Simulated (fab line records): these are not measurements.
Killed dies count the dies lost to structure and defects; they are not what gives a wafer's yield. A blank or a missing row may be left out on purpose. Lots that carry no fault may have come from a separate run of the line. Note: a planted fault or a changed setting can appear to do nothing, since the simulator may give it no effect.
fab line records ; flow nandHarc
record: lots: 6; wafers: 18; lastDay: 24
route steps=1159 shown A_STAIRCASE@585 END@1159
lots that met no fault: from a run of the same line without faults
startH: start of the lot's first displayed wafer, in hours after the record's first day ; waitH: how many hours have passed since the lot's step before this one ; " repeats the value in the row above ; L1.1+2: one row covering several wafers at once ; - value missing, or start not given ; * or withheld: withheld ; < > ~ a bound
route shown NAME@n: names a module that has steps shown in the file, with the first one's number in the route ; usual: mean/standard deviation taken from wafers without a fault ; same: alike in all rows ; chamber/n: place in a boat ; sites: per-site readings ; _std_site: how widely they spread, as a standard deviation ; _edge_site: the outer-site mean with the inner-site mean subtracted ; radiusMm: how far each site lies from the wafer's centre ; mask NAME#n: copy n ; behind: the last tool/chamber to shape the wafer ; hold: why the lot went on hold/how many hours it stayed there/how the hold came to an end ; device: transistor that didn't switch, given as n, p or np ; end of line: the same wafers' tests at the end of the route ; a step given without rows: its recipe and nothing more ; killed: not the wafer's yield, but the dies lost to structure and defects at the first sort ; map: shows each die of a wafer: x if killed, . if not, _ if none is there
set.NAME: setting as actually run; set.NAME@STEP: the setting as run at that earlier step ; model.NAME: the simulator's own value behind a step, which no gauge read
lots at some steps of the route; a table a step, a row a wafer
services: the hour from which a tool's chamber was out of use, counted from the record's first day as startH (under 0 if before that day), plus the number of hours and why
== steps ==
step: NHARC_A_STAIRCASE_TRIM_191
recipe: timeS: 211.2; o2FlowSccm: 500; arFlowSccm: 0; biasW: 0; chemistry: O2
usual: drypumpMotorCurrentA: 5.69/0.27; oesProductAu: 1.003/0.0096; rfVppV: 57.6/0.83; showerheadPlenumPTorr: 3.48/0.14; throttleValvePct: 17.036/0.0082
lot.wafer;tool;chamber;startH;waitH;drypumpMotorCurrentA;oesProductAu;rfHoursCounterH;rfVppV;showerheadPlenumPTorr;throttleValvePct
L456.4;rieDiel-02;3;-;-;5.70;1.010;33;57.9;3.57;17.019
L456.2;rieDiel-02;1;-;-;6.01;0.989;31;58.3;3.50;17.026
L456.5;rieDiel-02;2;-;-;5.84;1.011;-;57.7;3.33;17.049
L463.1;rieDiel-11;0;-;-;6.14;1.013;26;57.0;3.37;17.039
L463.6;rieDiel-11;0;-;-;6.13;1.006;-;58.6;3.37;17.039
L463.5;rieDiel-11;3;-;-;5.40;1.003;-;58.7;3.66;17.035
L464.2;rieDiel-11;2;-;-;5.96;1.000;31;57.0;3.37;17.046
L464.1;rieDiel-11;3;-;-;5.38;0.986;26;58.2;3.67;17.025
L464.5;rieDiel-11;2;-;-;5.95;0.992;-;56.5;3.37;17.036
L475.4;rieDiel-02;3;-;-;5.67;1.001;6;57.1;3.55;17.035
L475.3;rieDiel-02;0;-;-;5.11;1.012;6;58.4;3.80;17.045
L475.6;rieDiel-02;1;-;-;6.01;0.994;-;58.3;3.47;17.034
L476.4;rieDiel-02;3;-;-;5.67;1.004;7;58.4;3.55;17.043
L476.6;rieDiel-02;3;-;-;5.70;0.993;-;57.2;3.55;17.024
L476.5;rieDiel-02;0;-;-;5.11;1.018;-;59.4;3.80;17.028
L478.4;rieDiel-05;2;-;-;5.48;0.997;7;57.9;3.56;17.032
L478.2;rieDiel-05;3;-;-;5.55;1.016;9;59.5;3.64;17.029
L478.6;rieDiel-05;0;-;-;5.62;1.012;-;56.9;3.37;17.026
step: NHARC_A_STAIRCASE_ETCH_192
recipe: targetDepthA: 1000; timeS: 40.5; ionEnergyEv: 400; c4f8FlowSccm: 20; o2FlowSccm: 10; arFlowSccm: withheld; rfW: 600; biasW: 1000; chemistry: C4F8/O2
step: NHARC_A_STAIRCASE_TRIM_193
recipe: timeS: 211.2; o2FlowSccm: 500; arFlowSccm: 0; biasW: 0; chemistry: O2
step: NHARC_A_STAIRCASE_ETCH_194
recipe: targetDepthA: 1000; timeS: 40.5; ionEnergyEv: 400; c4f8FlowSccm: 20; o2FlowSccm: 10; arFlowSccm: withheld; rfW: 600; biasW: 1000; chemistry: C4F8/O2
step: NHARC_A_STAIRCASE_TRIM_196
recipe: timeS: 211.2; o2FlowSccm: 500; arFlowSccm: 0; biasW: 0; chemistry: O2
step: NHARC_A_STAIRCASE_ETCH_197
recipe: targetDepthA: 1000; timeS: 40.5; ionEnergyEv: 400; c4f8FlowSccm: 20; o2FlowSccm: 10; arFlowSccm: withheld; rfW: 600; biasW: 1000; chemistry: C4F8/O2
step: NHARC_A_STAIRCASE_TRIM_198
recipe: timeS: 211.2; o2FlowSccm: 500; arFlowSccm: 0; biasW: 0; chemistry: O2
step: NHARC_A_STAIRCASE_ETCH_199
recipe: targetDepthA: 1000; timeS: 40.5; ionEnergyEv: 400; c4f8FlowSccm: 20; o2FlowSccm: 10; arFlowSccm: withheld; rfW: 600; biasW: 1000; chemistry: C4F8/O2
step: NHARC_A_STAIRCASE_TRIM_200
recipe: timeS: 211.2; o2FlowSccm: 500; arFlowSccm: 0; biasW: 0; chemistry: O2
usual: drypumpMotorCurrentA: 5.71/0.29; oesProductAu: 1.003/0.011; rfVppV: 57.6/0.84; showerheadPlenumPTorr: 3.47/0.15; throttleValvePct: 17.035/0.0078
lot.wafer;tool;chamber;startH;waitH;drypumpMotorCurrentA;oesProductAu;rfHoursCounterH;rfVppV;showerheadPlenumPTorr;throttleValvePct
L456.4;rieDiel-05;2;-;-;5.49;0.991;30;56.7;3.59;17.041
L456.2;rieDiel-05;0;-;-;5.62;0.986;26;57.9;3.39;17.038
L456.5;rieDiel-05;1;-;-;5.72;1.014;-;58.1;3.61;17.035
L463.1;rieDiel-02;3;-;-;5.71;1.003;50;58.8;3.56;17.044
L463.6;rieDiel-02;2;-;-;5.84;1.011;-;57.7;3.33;17.032
L463.5;rieDiel-02;3;-;-;5.68;1.015;-;57.7;3.56;17.037
L464.1;rieDiel-11;2;-;-;5.98;1.005;32;57.2;3.37;17.043
L464.2;rieDiel-11;0;-;-;6.14;1.012;27;59.7;3.37;17.038
L464.5;rieDiel-11;2;-;-;5.97;0.986;-;56.7;3.37;17.037
L475.4;rieDiel-02;3;-;-;5.67;1.003;7;58.9;3.55;17.036
L475.3;rieDiel-02;1;-;-;6.04;0.990;6;58.1;3.47;17.035
L475.6;rieDiel-02;0;-;-;5.09;1.018;-;57.2;3.80;17.024
L476.4;rieDiel-02;1;-;-;6.02;0.998;7;57.5;3.47;17.050
L476.6;rieDiel-02;0;-;-;5.11;1.017;-;57.9;3.80;17.035
L476.5;rieDiel-02;1;-;-;6.00;1.006;-;58.3;3.47;17.037
L478.2;rieDiel-05;1;-;-;5.74;0.990;7;59.6;3.59;17.035
L478.4;rieDiel-05;2;-;-;5.50;0.993;7;57.5;3.56;17.037
L478.6;rieDiel-05;2;-;-;5.48;1.007;-;57.7;3.56;17.041
step: NHARC_A_STAIRCASE_ETCH_201
recipe: targetDepthA: 1000; timeS: 40.5; ionEnergyEv: 400; c4f8FlowSccm: 20; o2FlowSccm: 10; arFlowSccm: withheld; rfW: 600; biasW: 1000; chemistry: C4F8/O2
step: NHARC_A_STAIRCASE_TRIM_202
recipe: timeS: 211.2; o2FlowSccm: 500; arFlowSccm: 0; biasW: 0; chemistry: O2
step: NHARC_A_STAIRCASE_ETCH_203
recipe: targetDepthA: 1000; timeS: 40.5; ionEnergyEv: 400; c4f8FlowSccm: 20; o2FlowSccm: 10; arFlowSccm: withheld; rfW: 600; biasW: 1000; chemistry: C4F8/O2
usual: oesProductAu: 0.943/0.011; rfVppV: 893/5.4
lot.wafer;tool;chamber;startH;waitH;oesProductAu;rfHoursCounterH;rfVppV
L456.2;rieDiel-05;2;247.59;-;0.929;31;898
L456.4;rieDiel-05;3;247.59;-;0.947;30;900
L456.5;rieDiel-05;1;247.59;-;0.945;-;898
L463.1;rieDiel-02;1;290.22;-;0.943;48;895
L463.6;rieDiel-02;1;290.22;-;0.942;-;895
L463.5;rieDiel-02;2;290.22;-;0.947;-;888
L464.2;rieDiel-11;2;290.53;-;0.929;32;890
L464.1;rieDiel-11;0;290.53;-;0.966;27;891
L464.5;rieDiel-11;2;290.53;-;0.925;-;890
L475.3;rieDiel-02;1;352.55;-;0.932;7;894
L475.4;rieDiel-02;2;352.55;-;0.949;7;887
L475.6;rieDiel-02;0;352.55;-;0.944;-;905
L476.4;rieDiel-02;2;353.55;-;0.946;7;888
L476.6;rieDiel-02;0;353.55;-;0.962;-;907
L476.5;rieDiel-02;1;353.55;-;0.935;-;893
L478.2;rieDiel-05;1;375.15;-;0.929;8;898
L478.4;rieDiel-05;2;375.15;-;0.936;8;897
L478.6;rieDiel-05;3;375.15;-;0.945;-;901
step: NHARC_A_STAIRCASE_STRIP_205
recipe: powerW: 1500; tempC: 250; chemistry: O2
step: NHARC_A_STAIRCASE_STRIP_206
recipe: timeS: 900; tempC: 130; chemistry: SPM
step: NHARC_A_STAIRCASE_PRECLEAN_207
recipe: timeS: *; tempC: 50; bathAgeMin: 0; chemistry: SC1
step: NHARC_A_STAIRCASE_SRD_208
step: NHARC_A_STAIRCASE_DEHYDRATE_209
recipe: tempC: 150; timeS: 120
step: NHARC_A_STAIRCASE_HMDS_210
recipe: timeS: 30
step: NHARC_A_STAIRCASE_COAT_211
recipe: spinRpm: 1200
step: NHARC_A_STAIRCASE_SOFTBAKE_212
recipe: tempC: 135; timeS: 170
step: NHARC_A_STAIRCASE_EBR_213
step: NHARC_A_STAIRCASE_EXPOSE_214
recipe: na: 0.5; doseMj: 31.26; maskId: STAIR_3
step: NHARC_A_STAIRCASE_PEB_215
recipe: pebTempC: 115; pebTimeS: 130
step: NHARC_A_STAIRCASE_DEVELOP_216
recipe: timeS: 140
step: NHARC_A_STAIRCASE_HARDBAKE_218
recipe: tempC: 120; timeS: 140
step: NHARC_A_STAIRCASE_DESCUM_219
recipe: timeS: 3; o2FlowSccm: 200; arFlowSccm: 0; biasPowerW: 0; chemistry: O2
usual: drypumpMotorCurrentA: 5.72/0.27; oesProductAu: 1.001/0.0096; rfVppV: 57.6/1; showerheadPlenumPTorr: 1.87/0.076; throttleValvePct: 11.311/0.0096
lot.wafer;tool;chamber;startH;waitH;drypumpMotorCurrentA;oesProductAu;rfHoursCounterH;rfVppV;showerheadPlenumPTorr;throttleValvePct
L456.4;rieDiel-02;0;249.16;-;5.10;1.007;34;58.0;1.77;11.317
L456.2;rieDiel-02;1;249.16;-;6.01;0.996;32;57.4;1.89;11.301
L456.5;rieDiel-02;3;249.16;-;5.62;1.020;-;58.3;1.94;11.316
L463.1;rieDiel-11;3;292.23;-;5.38;0.989;28;59.0;1.99;11.322
L463.5;rieDiel-11;3;292.23;-;5.38;0.985;-;57.2;1.99;11.303
L463.6;rieDiel-11;0;292.23;-;6.12;0.999;-;57.6;1.82;11.317
L464.1;rieDiel-11;2;292.86;-;5.98;0.988;33;57.1;1.82;11.316
L464.2;rieDiel-11;3;292.86;-;5.38;0.989;28;59.1;1.99;11.299
L464.5;rieDiel-11;2;292.86;-;5.97;0.996;-;56.3;1.82;11.307
L475.4;rieDiel-05;2;354.24;-;5.50;1.002;1;57.1;1.93;11.311
L475.3;rieDiel-05;3;354.24;-;5.55;1.008;2;57.0;1.98;11.322
L475.6;rieDiel-05;1;354.24;-;5.69;0.994;-;58.1;1.95;11.315
L476.4;rieDiel-11;2;355.11;-;5.95;1.005;59;58.4;1.81;11.308
L476.6;rieDiel-11;2;355.11;-;5.93;1.000;-;56.2;1.81;11.322
L476.5;rieDiel-11;3;355.11;-;5.38;1.009;-;58.2;1.99;11.303
L478.4;rieDiel-05;3;376.84;-;5.56;1.010;10;60.2;1.98;11.307
L478.2;rieDiel-05;1;376.84;-;5.69;0.986;8;56.6;1.95;11.309
L478.6;rieDiel-05;3;376.84;-;5.54;1.002;-;59.6;1.98;11.320
step: NHARC_A_STAIRCASE_TRIM_220
recipe: timeS: 211.2; o2FlowSccm: 500; arFlowSccm: 0; biasW: 0; chemistry: O2
step: NHARC_A_STAIRCASE_ETCH_221
recipe: targetDepthA: 1000; timeS: 40.5; ionEnergyEv: 400; c4f8FlowSccm: 20; o2FlowSccm: 10; arFlowSccm: withheld; rfW: 600; biasW: 1000; chemistry: C4F8/O2
step: NHARC_A_STAIRCASE_TRIM_222
recipe: timeS: 211.2; o2FlowSccm: 500; arFlowSccm: 0; biasW: 0; chemistry: O2
step: NHARC_A_STAIRCASE_ETCH_223
recipe: targetDepthA: 1000; timeS: 40.5; ionEnergyEv: 400; c4f8FlowSccm: 20; o2FlowSccm: 10; arFlowSccm: withheld; rfW: 600; biasW: 1000; chemistry: C4F8/O2
step: NHARC_A_STAIRCASE_TRIM_224
recipe: timeS: 211.2; o2FlowSccm: 500; arFlowSccm: 0; biasW: 0; chemistry: O2
step: NHARC_A_STAIRCASE_ETCH_225
recipe: targetDepthA: 1000; timeS: 40.5; ionEnergyEv: 400; c4f8FlowSccm: 20; o2FlowSccm: 10; arFlowSccm: withheld; rfW: 600; biasW: 1000; chemistry: C4F8/O2
step: NHARC_A_STAIRCASE_TRIM_226
recipe: timeS: 211.2; o2FlowSccm: 500; arFlowSccm: 0; biasW: 0; chemistry: O2
step: NHARC_A_STAIRCASE_ETCH_227
recipe: targetDepthA: 1000; timeS: 40.5; ionEnergyEv: 400; c4f8FlowSccm: 20; o2FlowSccm: 10; arFlowSccm: withheld; rfW: 600; biasW: 1000; chemistry: C4F8/O2
step: NHARC_A_STAIRCASE_TRIM_229
recipe: timeS: 211.2; o2FlowSccm: 500; arFlowSccm: 0; biasW: 0; chemistry: O2
step: NHARC_A_STAIRCASE_ETCH_230
recipe: targetDepthA: 1000; timeS: 40.5; ionEnergyEv: 400; c4f8FlowSccm: 20; o2FlowSccm: 10; arFlowSccm: withheld; rfW: 600; biasW: 1000; chemistry: C4F8/O2
usual: oesProductAu: 0.947/0.018; rfVppV: 893/5
lot.wafer;tool;chamber;startH;waitH;oesProductAu;rfHoursCounterH;rfVppV
L456.4;rieDiel-02;2;-;-;0.951;32;889
L456.2;rieDiel-02;3;-;-;0.953;34;898
L456.5;rieDiel-02;2;-;-;0.957;-;889
L463.1;rieDiel-02;2;-;-;0.948;48;890
L463.5;rieDiel-02;0;-;-;0.963;-;887
L463.6;rieDiel-02;1;-;-;0.955;-;894
L464.2;rieDiel-02;1;-;-;0.948;50;895
L464.1;rieDiel-02;2;-;-;0.938;48;888
L464.5;rieDiel-02;0;-;-;0.941;-;888
L475.3;rieDiel-02;2;-;-;0.973;8;888
L475.4;rieDiel-02;1;-;-;0.964;8;894
L475.6;rieDiel-02;2;-;-;0.976;-;888
L476.4;rieDiel-11;2;-;-;0.944;60;889
L476.5;rieDiel-11;0;-;-;0.969;-;890
L476.6;rieDiel-11;1;-;-;0.951;-;888
L478.4;rieDiel-11;2;-;-;0.973;0;890
L478.2;rieDiel-11;3;-;-;0.984;0;899
L478.6;rieDiel-11;1;-;-;0.961;-;887
step: NHARC_A_STAIRCASE_TRIM_231
recipe: timeS: 211.2; o2FlowSccm: 500; arFlowSccm: 0; biasW: 0; chemistry: O2
usual: drypumpMotorCurrentA: 5.68/0.27; oesProductAu: 1.000/0.01; rfVppV: 57.5/0.9; showerheadPlenumPTorr: 3.46/0.14; throttleValvePct: 17.036/0.0094
lot.wafer;tool;chamber;startH;waitH;drypumpMotorCurrentA;oesProductAu;rfHoursCounterH;rfVppV;showerheadPlenumPTorr;throttleValvePct
L456.4;rieDiel-02;0;-;-;5.11;1.007;35;58.0;3.29;17.026
L456.2;rieDiel-02;1;-;-;6.00;1.000;33;56.4;3.50;17.051
L456.5;rieDiel-02;3;-;-;5.69;1.014;-;58.1;3.57;17.049
L463.1;rieDiel-02;0;-;-;5.11;1.009;53;58.0;3.28;17.029
L463.6;rieDiel-02;3;-;-;5.67;1.010;-;57.8;3.56;17.040
L463.5;rieDiel-02;0;-;-;5.10;0.999;-;56.8;3.28;17.022
L464.2;rieDiel-02;2;-;-;5.89;1.009;48;58.1;3.32;17.036
L464.1;rieDiel-02;1;-;-;6.03;1.027;50;56.5;3.49;17.038
L464.5;rieDiel-02;3;-;-;5.70;1.003;-;57.6;3.56;17.041
L475.3;rieDiel-02;0;-;-;5.09;1.023;8;57.1;3.80;17.046
L475.4;rieDiel-02;1;-;-;6.01;1.006;8;57.6;3.47;17.044
L475.6;rieDiel-02;2;-;-;5.85;1.008;-;57.4;3.31;17.038
L476.4;rieDiel-11;0;-;-;6.14;1.026;57;56.9;3.36;17.049
L476.6;rieDiel-11;1;-;-;5.64;0.995;-;57.8;3.31;17.039
L476.5;rieDiel-11;2;-;-;5.95;1.001;-;57.3;3.35;17.038
L478.4;rieDiel-11;2;-;-;5.95;0.996;0;58.5;3.35;17.021
L478.2;rieDiel-11;3;-;-;5.38;0.998;0;57.7;3.65;17.036
L478.6;rieDiel-11;2;-;-;5.96;1.004;-;56.7;3.35;17.034
step: NHARC_A_STAIRCASE_ETCH_232
recipe: targetDepthA: 1000; timeS: 40.5; ionEnergyEv: 400; c4f8FlowSccm: 20; o2FlowSccm: 10; arFlowSccm: withheld; rfW: 600; biasW: 1000; chemistry: C4F8/O2
step: NHARC_END_SORT_01
recipe: tempC: 25
usual: killedAtArray: 29/11; killedAtOther: 0.7/1.1; killedAtPeriphery: 3.1/2; killedDies: 33/11; killedOpen: 3.5/1.8; killedShort: 2.0/1.4
same: grossDies: 677
lot.wafer;tool;chamber;startH;waitH;killedAtArray;killedAtOther;killedAtPeriphery;killedDies;killedOpen;killedShort
L476.5;prober-01;0;565.45;3.7;27;1;1;29;2;1
L476.6;prober-01;0;566.25;4.0;132;0;4;136;3;6
L475.6;prober-02;0;573.33;4.0;127;0;4;131;3;3
killed by level:class
L476.5 A_CHANNEL_HOLE_D1:chamberFilmFlake=22 A_CONTACT:chamberFilmFlake=3 P_GATE:geometricParticle:open=1 A_CONTACT:geometricParticle:short=1 A_BLC:geometricParticle:open=1 THIN_TSV:chamberFilmFlake=1
L476.6 A_STAIRCASE:unspecified=93 A_CHANNEL_HOLE_D1:chamberFilmFlake=22 A_CONTACT:chamberFilmFlake=9 A_CHANNEL_FILL_D1:geometricParticle:short=2 A_STAIRCASE:chamberFilmFlake=2 P_CONTACT:geometricParticle:short=1 P_CONTACT:geometricParticle:open=1 P_M0:geometricParticle:open=1
L475.6 A_STAIRCASE:unspecified=97 A_SLIT:chamberFilmFlake=14 A_CHANNEL_HOLE_D1:chamberFilmFlake=6 A_CONTACT:chamberFilmFlake=4 A_WL_FILL:chamberFilmFlake=2 P_GATE:geometricParticle:open=1 P_CONTACT:geometricParticle:short=1 P_M0:geometricParticle:short=1
map L475.6 (x killed, . not)
____________.____________
_________......._________
_______..........._______
______...........xx______
_____............x.x_____
____.............x...____
____................x____
___..............xx.x.___
___.xx...........xxx..___
__................xx...__
__...x................x__
_....x.............xx..._
_....x..x........x.xxxx._
_................xxxxxx._
_.x....x.........xxxxxxx_
_x...............xxxxxxx_
...x............xxxxxxxxx
................xxxxxxxxx
.................xxxxxxxx
................xxxxxxxxx
.................xxxxxxxx
_...............xxxxxxxx_
_................xxxxxxx_
_................xxxxxx._
_.......x......x..xx.xx._
_.....................x._
__.....................__
__..................x..__
___..............x....___
___...................___
____.......x.........____
____...............xx____
_____..............._____
______.x......x....______
_______..x........_______
_________......._________
____________.____________
map L476.6 (x killed, . not)
____________.____________
_________......._________
_______..........._______
______....x........______
_____...x........x.._____
____.................____
____.................____
___...................___
___...................___
__.....x...............__
__......x..........xx..__
_...x.x..........x....x._
_.....x.x.........xxxxxx_
_...xxxxxx.......xxxxxx._
_....xxx........xxxxxxxx_
_.x...xx.........xxxxxxx_
.....x..........xxxxxxxxx
.....xx.........xxxxxxxxx
.........x.....xxxxxxxxxx
................xxxxxxxxx
.......xx......xxxxxxxxx.
_x...x..........x.xxxxxx_
_......x.........xxxxxx._
_..x..............xx.xx._
_.....xx.............x.._
_......x.........x......_
__...x.................__
__.x...................__
___..x..x.............___
___...................___
____.................____
____......x..........____
_____..............._____
______...x.........______
_______..........._______
_________......._________
____________.____________
== services ==
tool;chamber;startH;hours;kind
rieDiel-05;1;223.34;2.1;repair
rieDiel-11;3;230.67;8.3;repair
rieDiel-11;0;231.29;6.4;repair
rieDiel-02;0;233.39;-;clean
rieDiel-02;1;233.39;-;clean
rieDiel-02;2;233.39;-;clean
rieDiel-02;3;233.39;-;clean
rieDiel-02;0;258.37;-;clean
rieDiel-02;1;258.37;-;clean
rieDiel-02;2;258.37;-;clean
rieDiel-02;3;258.37;-;clean
rieDiel-02;2;274.32;1.4;repair
rieDiel-11;3;278.25;3.4;repair
rieDiel-02;0;283.32;-;clean
rieDiel-02;1;283.32;-;clean
rieDiel-05;0;294.72;5.7;repair
rieDiel-02;0;303.23;3.9;repair
rieDiel-05;1;305.50;14.4;repair
rieDiel-11;3;319.62;27.1;repair
rieDiel-11;2;319.79;1.4;repair
rieDiel-02;-;327.82;9.0;pm
rieDiel-05;-;340.70;9.0;pm
rieDiel-05;-;352.65;0.9;repair
rieDiel-11;-;367.18;9.0;pm
== key ==
firstSign: step: NHARC_END_SORT_01; reading: killedDies; direction: up; sigmas: 9.5; usual: 33; struck: 134
effect: step: NHARC_END_SORT_01; reading: killedAtArray; direction: up; sigmas: 9.4; usual: 29; struck: 130
moreKillsBornAt: NHARC_A_STAIRCASE_ETCH_203@rieDiel-02: 190
metAt NHARC_A_STAIRCASE_ETCH_203
struckWafers L475.6,L476.6
testerLeftOut L475,L476
fault: kind: chamberParticleSource; tool: rieDiel-02; chamber: 0; onsetH: 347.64; steps: NHARC_A_STAIRCASE_ETCH_203; ratePerVisitCm2: 1.5865; endH: 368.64
testerLeftOut: of these lots the tester's yield and bins aren't shown, on N5 and GAA mostly nor the transistor test; their killed dies are dies lost to structure and defects alone, not to doping, threshold or leakage, so they don't give the yield
